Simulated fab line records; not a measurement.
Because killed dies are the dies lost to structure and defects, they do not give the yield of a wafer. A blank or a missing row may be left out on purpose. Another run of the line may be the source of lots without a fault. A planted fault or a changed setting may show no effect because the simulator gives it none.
Comparing a struck lot with a sound one | flow nand harc | 14 out of 1302 route steps
Sound: the wafers L325.1, L325.3, L325.6. Wafers struck: L327.2, L327.5, L327.6. The cause is named last.
At each step with rows: each side's tool, then ch and its chambers, then its first start. Under that, the readings that differ: sound wafers | struck wafers | difference of the means | sigmas: that difference in standard deviations of wafers without a fault.
alike: words and numbers the same on both sides, and readings whose means are apart by under 2 such deviations; not compared: readings that were withheld, readings missing a value for some wafer, numbers with overlapping values and no deviation given by the record, and bounds like >300 which may hide the same value.
Wherever a step has rows on one side only, a row that says differs or no value, or a row with sigmas, the two part there. When numbers do not overlap yet have no deviation, they are printed without sigmas and do not part them. A reading that every wafer of one side lacks parts them only if that side has two wafers or more.

NHARC_A_M1_DEP_33: deposits SiCN, target thk 30 nm.
  sound on pecvd-01 ch 0,2, day 25 15:37; struck on pecvd-04 ch 0,1, day 26 02:05
  alike: heater power w
NHARC_A_BONDPAD_DEP_00: deposits SiCN, target thk 250 nm.
  sound on pecvd-03 ch 0,2, day 25 16:10; struck on pecvd-01 ch 0,2, day 26 02:33
  alike: heater power w
NHARC_A_BONDPAD_CMP_29: polishes SiCN, target thk 200 nm.
  sound on cmp-04 ch 0,3, day 25 16:34; struck on cmp-04 ch 2,3, day 26 03:08
  reading                      | sound             | struck            | difference | sigmas
  retaining ring pressure frac | 0.996 0.988 0.995 | 0.993 1.007 1.012 | +0.011     | +2
  alike: motor current A, slurry filter dp kPa
NHARC_A_BONDPAD_THK_MEAS_30: measures by ellipsometry.
  sound: film metro-01 at day 25 16:49; struck: film metro-01 at day 26 03:21
  alike: thk nm
then, 8 steps without rows for these wafers: NHARC_A_BONDPAD_SRD_31; NHARC_A_BONDPAD_DEHYDRATE_01 (time 120 s); NHARC_A_BONDPAD_HMDS_02 (time 30 s); NHARC_A_BONDPAD_COAT_33 (time 65 s); NHARC_A_BONDPAD_COAT_03 (resist thk 600 nm); NHARC_A_BONDPAD_SOFTBAKE_04 (time 70 s); NHARC_A_BONDPAD_EBR_05; NHARC_A_BONDPAD_EXPOSE_06 (exposes mask A BPAD).
NHARC_A_BONDPAD_PEB_07: peb time 80 s.
  struck on litho track-02, day 26 03:50; sound on litho track-02 ch 0, day 25 17:18
  no value came back on the struck wafers for chill plate temp C (C), exhaust pa (Pa); on the sound wafers chill plate temp C (C) reads 22.73 22.93 22.86
then, 1 step without rows for these wafers: NHARC_A_BONDPAD_DEVELOP_08 (time 50 s).

## WHERE THEY PART
Earliest at NHARC_A_BONDPAD_CMP_29; latest, in this record, at NHARC_A_BONDPAD_PEB_07.

WHY: the cause the simulator had injected
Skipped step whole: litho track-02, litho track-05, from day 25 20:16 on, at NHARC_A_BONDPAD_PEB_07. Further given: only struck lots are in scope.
